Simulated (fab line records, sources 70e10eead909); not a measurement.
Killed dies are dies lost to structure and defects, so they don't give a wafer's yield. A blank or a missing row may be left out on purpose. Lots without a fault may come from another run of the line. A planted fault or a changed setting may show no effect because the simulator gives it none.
Which tool did it? | flow nand_harc | 13 lots, 39 wafers sampled, at 4 steps of a route of 1302

WHAT THE GAUGES READ, wafer by wafer
NHARC_P_M0_CD_MEAS_09: target cd 90 nm. Usual: cd_nm 89.9 nm, standard deviation 0.54.
lot  | measured     | on        | cd_nm (nm)     | flag
L190 | day 6 09:35  | cd_sem-01 | 89.1 89.6 90.0 |
L192 | day 7 10:58  | cd_sem-03 | 89.7 89.9 90.2 |
L193 | day 7 23:14  | cd_sem-03 | 90.2 89.4 89.6 |
L194 | day 8 05:43  | cd_sem-03 | 90.2 89.4 90.2 |
L195 | day 8 13:44  | cd_sem-01 | 89.9 88.7 90.0 |
L196 | day 9 06:22  | cd_sem-01 | 90.3 90.1 90.7 |
L197 | day 9 10:48  | cd_sem-01 | 90.2 89.9 89.7 |
L198 | day 9 19:45  | cd_sem-02 | 90.0 90.7 90.2 |
L200 | day 10 16:35 | cd_sem-03 | 89.0 89.1 89.5 |
L204 | day 12 06:55 | cd_sem-03 | 90.4 90.0 90.4 |
L203 | day 12 07:10 | cd_sem-02 | 89.9 89.6      |
L211 | day 15 12:19 | cd_sem-02 | 89.1 89.1 89.1 |
L212 | day 15 11:27 | cd_sem-02 | 89.6 90.8 90.2 |

WHICH TOOL RAN EACH LOT (tool, then ch and the chambers of the sampled wafers, then the start)
lot  | NHARC_P_GATE_ETCH_114              | NHARC_P_CONTACT_DEP_00                    | NHARC_P_CONTACT_ETCH_36
L190 | rie_diel-11 ch 1,2,3, day 5 10:00  | pecvd-01 ch 0,1,2, day 6 09:35 or earlier | rie_diel-10 ch 1,2,3, day 6 09:35 or earlier
L192 | rie_diel-11 ch 0,2,3, day 6 08:00  | pecvd-03 ch 0,1,2, day 7 10:58 or earlier | rie_diel-06 ch 0,1, day 7 10:58 or earlier
L193 | rie_diel-01 ch 1,3, day 6 23:00    | pecvd-01 ch 0,1,2, day 7 23:14 or earlier | rie_diel-12 ch 0,1,3, day 7 23:14 or earlier
L194 | rie_diel-03 ch 2,3, day 7 06:00    | pecvd-03 ch 1,2, day 8 05:43 or earlier   | rie_diel-06 ch 1,2, day 8 05:43 or earlier
L195 | rie_diel-11 ch 1,2, day 7 14:00    | pecvd-01 ch 1,2, day 8 13:44 or earlier   | rie_diel-10 ch 2,3, day 8 13:44 or earlier
L196 | rie_diel-01 ch 1,2, day 8 06:00    | pecvd-04 ch 1,2, day 9 06:22 or earlier   | rie_diel-06 ch 0,1, day 9 06:22 or earlier
L197 | rie_diel-11 ch 0,1,3, day 8 11:00  | pecvd-04 ch 0,2, day 9 10:48 or earlier   | rie_diel-12 ch 1,2,3, day 9 10:48 or earlier
L198 | rie_diel-03 ch 2,3, day 8 20:00    | pecvd-04 ch 0,2, day 9 19:45 or earlier   | rie_diel-10 ch 0,1,2, day 9 19:45 or earlier
L200 | rie_diel-11 ch 0,1, day 9 16:00    | pecvd-01 ch 1,2, day 10 16:35 or earlier  | rie_diel-10 ch 0,3, day 10 16:35 or earlier
L204 | rie_diel-01 ch 0,2,3, day 11 06:00 | pecvd-01 ch 1,2, day 12 06:55 or earlier  | rie_diel-12 ch 0,1,2, day 12 06:55 or earlier
L203 | rie_diel-11 ch 0,1,2, day 11 07:00 | pecvd-03 ch 1,2, day 12 07:10 or earlier  | rie_diel-12 ch 1,2, day 12 07:10 or earlier
L211 | rie_diel-01 ch 1,2,3, day 14 10:00 | pecvd-01 ch 0,1, day 15 12:19 or earlier  | rie_diel-06 ch 0,1,2, day 15 12:19 or earlier
L212 | rie_diel-01 ch 0,2,3, day 14 12:00 | pecvd-04 ch 0,2, day 15 11:27 or earlier  | rie_diel-12 ch 1,2,3, day 15 11:27 or earlier
- NHARC_P_GATE_ETCH_114: etches the open film in CF4/O2, target depth 30 nm, overetch 3 nm, time 16.5 s.
- NHARC_P_CONTACT_DEP_00: deposits SiO2, target thk 500 nm.
- NHARC_P_CONTACT_ETCH_36: etches the open film in N2/H2, target depth 260 nm, time 406.25 s.

WHAT THE TOOLS THEMSELVES READ (means of the sampled wafers that have a number; where no wafer has one, the mark that the record gives instead)
NHARC_P_GATE_ETCH_114. Usual: chamber_pressure_mTorr 30.004 mTorr, standard deviation 0.028; drypump_motor_current_A 5.5 A, standard deviation 0.35; oes_f_703_au 1.000 a.u., standard deviation 0.0046; oes_o_777_au 1.000 a.u., standard deviation 0.0043; oes_product_au 0.997 a.u., standard deviation 0.0074; rf_vpp_V 198.0 V, standard deviation 1.5; showerhead_plenum_p_Torr 1.34 Torr, standard deviation 0.055; throttle_valve_pct 13.396 %, standard deviation 0.0088.
lot  | tool        | chamber_pressure_mTorr (mTorr) | drypump_motor_current_A (A) | oes_f_703_au (a.u.) | oes_o_777_au (a.u.) | oes_product_au (a.u.) | rf_vpp_V (V) | showerhead_plenum_p_Torr (Torr) | throttle_valve_pct (%) | flag
L190 | rie_diel-11 | 30.005                         | 5.7                         | 0.999               | 1.005               | 0.998                 | 197.0        | 1.30                            | 13.406                 |
L192 | rie_diel-11 | 30.000                         | 5.7                         | 0.997               | 0.999               | 0.999                 | 197.6        | 1.30                            | 13.393                 |
L193 | rie_diel-01 | 30.038                         | 5.6                         | 0.998               | 0.997               | 0.998                 | 199.4        | 1.41                            | 13.389                 |
L194 | rie_diel-03 | 30.030                         | 5.2                         | 1.005               | 1.003               | 0.998                 | 197.8        | 1.32                            | 13.390                 |
L195 | rie_diel-11 | 30.013                         | 5.9                         | 1.003               | 0.996               | 0.993                 | 197.3        | 1.30                            | 13.403                 |
L196 | rie_diel-01 | 29.996                         | 5.5                         | 1.002               | 1.003               | 0.994                 | 198.6        | 1.35                            | 13.395                 |
L197 | rie_diel-11 | 30.018                         | 5.8                         | 1.001               | 0.999               | 0.997                 | 197.6        | 1.32                            | 13.392                 |
L198 | rie_diel-03 | 30.028                         | 5.2                         | 0.998               | 0.999               | 0.998                 | 195.1        | 1.28                            | 13.397                 |
L200 | rie_diel-11 | 29.986                         | 5.9                         | 0.996               | 1.003               | 0.997                 | 198.1        | 1.34                            | 13.394                 |
L204 | rie_diel-01 | 29.975                         | 5.4                         | 0.999               | 0.999               | 0.987                 | 199.1        | 1.38                            | 13.390                 |
L203 | rie_diel-11 | 29.990                         | 5.9                         | 0.996               | 0.998               | 0.974                 | 197.4        | 1.32                            | 13.393                 | OFF
L211 | rie_diel-01 | 30.008                         | 5.6                         | 1.002               | 1.001               | 0.995                 | 198.7        | 1.38                            | 13.383                 |
L212 | rie_diel-01 | 30.008                         | 5.4                         | 0.999               | 1.001               | 0.993                 | 199.4        | 1.38                            | 13.397                 |

NHARC_P_CONTACT_DEP_00. Usual: heater_power_w 535 W, standard deviation 80; throttle_valve_pct 15.9 %, standard deviation 0.53.
lot  | tool     | heater_power_w (W) | throttle_valve_pct (%) | flag
L190 | pecvd-01 | 519                | 16.0                   |
L192 | pecvd-03 | 597                | 16.2                   |
L193 | pecvd-01 | 478                | 15.9                   |
L194 | pecvd-03 | 529                | 16.3                   |
L195 | pecvd-01 | 480                | 16.2                   |
L196 | pecvd-04 | 455                | 15.8                   |
L197 | pecvd-04 | 561                | 15.6                   |
L198 | pecvd-04 | 470                | 16.0                   |
L200 | pecvd-01 | 500                | 15.9                   |
L204 | pecvd-01 | 462                | 15.9                   |
L203 | pecvd-03 | 510                | 15.9                   |
L211 | pecvd-01 | 562                | 16.0                   |
L212 | pecvd-04 | 566                | 15.6                   |

NHARC_P_CONTACT_ETCH_36. Usual: chamber_pressure_mTorr 30.000 mTorr, standard deviation 0.027; drypump_motor_current_A 5.8 A, standard deviation 0.56; oes_product_au 0.999 a.u., standard deviation 0.0077; rf_vpp_V 429.5 V, standard deviation 1.9; showerhead_plenum_p_Torr 2.00 Torr, standard deviation 0.063; throttle_valve_pct 14.172 %, standard deviation 0.0097.
lot  | tool        | chamber_pressure_mTorr (mTorr) | drypump_motor_current_A (A) | oes_product_au (a.u.) | rf_vpp_V (V) | showerhead_plenum_p_Torr (Torr) | throttle_valve_pct (%) | flag
L190 | rie_diel-10 | 30.018                         | 5.4                         | 0.995                 | 429.9        | 2.02                            | 14.184                 |
L192 | rie_diel-06 | 30.000                         | 5.8                         | 1.001                 | 429.2        | 1.98                            | 14.170                 |
L193 | rie_diel-12 | 29.978                         | 5.9                         | 1.008                 | 427.9        | 1.95                            | 14.169                 |
L194 | rie_diel-06 | 30.015                         | 6.5                         | 0.990                 | 428.7        | 1.94                            | 14.169                 |
L195 | rie_diel-10 | 30.017                         | 5.8                         | 0.991                 | 429.6        | 1.99                            | 14.178                 |
L196 | rie_diel-06 | 30.008                         | 5.8                         | 0.998                 | 428.6        | 1.98                            | 14.177                 |
L197 | rie_diel-12 | 30.017                         | 5.7                         | 1.003                 | 428.8        | 1.99                            | 14.161                 |
L198 | rie_diel-10 | 30.022                         | 5.8                         | 1.004                 | 429.6        | 1.99                            | 14.169                 |
L200 | rie_diel-10 | 30.002                         | 5.8                         | 0.993                 | 430.8        | 2.04                            | 14.171                 |
L204 | rie_diel-12 | 29.993                         | 5.9                         | 1.008                 | 428.7        | 1.99                            | 14.168                 |
L203 | rie_diel-12 | 30.016                         | 5.7                         | 1.000                 | 430.1        | 2.00                            | 14.168                 |
L211 | rie_diel-06 | 29.985                         | 6.2                         | 1.002                 | 427.2        | 1.96                            | 14.170                 |
L212 | rie_diel-12 | 30.006                         | 5.7                         | 1.001                 | 428.6        | 1.98                            | 14.174                 |

THE ANSWER, worked out from the rows above alone
Rule: a lot is off if the mean of its wafers that have a number lies more than 3 standard deviations from the usual mean. A lot without any number at a reading at which 4 lots or more have one is off too. The other lots that the step has rows for count as sound. The gauges are gone through in route order, then the tools' own readings, and for those a lot's mean is taken as printed above. The first step at which some lot is off is used, and at that step the reading that is off furthest; a lot without a number counts as furthest.
Off: L203, at NHARC_P_GATE_ETCH_114 (oes_product_au).
A tool fits if, at that step or a process step before it, it ran every lot that is off, and no sound lot after the first of them. One fits: rie_diel-11 at NHARC_P_GATE_ETCH_114. Its last sound lot is L200 (day 9 16:00), its first lot that is off L203 (day 11 07:00): a fault that began between those two fits.
The tool's own readings at NHARC_P_GATE_ETCH_114 bear it out: on the lots that are off they differ by more than 5 times the standard deviation of the sound lots' means. oes_product_au reads 0.974 a.u. there against 0.996 a.u. on the sound lots.

WHAT THE SIMULATOR HAD PUT IN
Process parameter drift: rie_diel-11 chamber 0, from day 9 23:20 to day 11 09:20, at NHARC_P_GATE_ETCH_114. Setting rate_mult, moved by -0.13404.
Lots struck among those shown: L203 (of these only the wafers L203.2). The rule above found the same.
